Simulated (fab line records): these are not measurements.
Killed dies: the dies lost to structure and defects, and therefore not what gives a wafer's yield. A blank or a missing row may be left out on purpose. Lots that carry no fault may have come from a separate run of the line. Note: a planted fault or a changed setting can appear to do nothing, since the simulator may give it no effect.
A single fault, viewed from 3 desks | flow n5Finfet | each desk has only its own numbers; what lay behind them comes last

== TOOL OWNER'S DESK, krfScanner-02 ==
The tool's own readings at N5_BEOL_M12_EXPOSE_07 (exposes mask V11): means of the sampled wafers that have a number, for each lot that ran on this tool. The brackets show how far a lot's mean lies from the usual mean; more than 4 standard deviations puts the lot out of limits, marked OUT.
Columns: A = exposureDoseMJCm2 at N5_BEOL_M12_EXPOSE_07, usual 32.49
lot  | first seen here | A
L753 | day 12 01:27    | 32.54
L752 | day 12 01:31    | 32.52
L756 | day 12 10:40    | 32.52
L760 | day 13 05:07    | 32.47
L764 | day 14 13:26    | 32.47
L773 | day 17 04:06    | 32.67 (+5.7) OUT
Finding of this desk: L773 out of limits; the first was L773 at day 17 04:06, on exposureDoseMJCm2 at N5_BEOL_M12_EXPOSE_07. Within limits: L753, L752, L756, L760, L764.

== THE DEFECT DESK ==
Counts from the inspections along the route, per lot, as means over the sampled wafers that have a number. The brackets show how far a lot's mean lies from the usual mean; more than 4 standard deviations puts the lot out of limits, marked OUT.
Columns: A = rawDefectCount at N5_BEOL_M12_INSPECT_12, usual 2.0
lot  | first seen here | A
L753 | day 12 01:41    | 2.7
L752 | day 12 01:44    | 2.7
L756 | day 12 10:53    | 0.7
L757 | day 12 11:17    | 1.7
L759 | day 13 04:48    | 1.0
L760 | day 13 05:20    | 1.7
L761 | day 13 19:04    | 1.3
L762 | day 14 01:34    | 3.3
L763 | day 14 09:01    | 1.3
L764 | day 14 13:40    | 2.3
L773 | day 17 04:19    | 1.7
This desk's finding: nothing out of limits on any of the 11 lots.

== AT THE METROLOGY DESK ==
Lot by lot, what the gauges showed, no matter which tool ran the lot: averages of those sampled wafers that carry a number. The brackets show how far a lot's mean lies from the usual mean; more than 4 standard deviations puts the lot out of limits, marked OUT.
Columns: A = cdNm at N5_BEOL_M12_CD_MEAS_10, usual 140.1 nm
lot  | first seen here | A
L753 | day 12 01:37    | 141.5
L752 | day 12 01:40    | 141.2
L756 | day 12 10:50    | 140.1
L757 | day 12 11:14    | 137.9
L759 | day 13 04:44    | 141.4
L760 | day 13 05:17    | 142.6
L761 | day 13 19:01    | 140.0
L762 | day 14 01:31    | 141.4
L763 | day 14 08:58    | 138.9
L764 | day 14 13:36    | 140.5
L773 | day 17 04:16    | 134.0 (-4.7) OUT
Finding of this desk: L773 out of limits; the first was L773 at day 17 04:16, on cdNm at N5_BEOL_M12_CD_MEAS_10. Within limits: L753, L752, L756, L757, L759, L760, L761, L762, L763, L764.

== ALL TOGETHER ==
At day 17 04:06, on L773, the tool owner's desk was in a position to raise an alarm.
L773 would have let the metrology desk raise an alarm at day 17 04:16.
The defect desk saw nothing out of limits.
The defect desk has L773 on record, within its limits.
N5_BEOL_M12_EXPOSE_07 was run on krfScanner-02 by each of the lots named.

== WHAT THE SIMULATOR PUT IN ==
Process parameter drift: krfScanner-02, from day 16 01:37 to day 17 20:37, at N5_BEOL_M12_EXPOSE_07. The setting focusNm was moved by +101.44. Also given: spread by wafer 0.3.
Shown lots that were struck: L773.
Delay (hours) between the fault's onset and each desk's first out-of-limits reading: 26 at the tool owner's desk, 27 at the metrology desk.
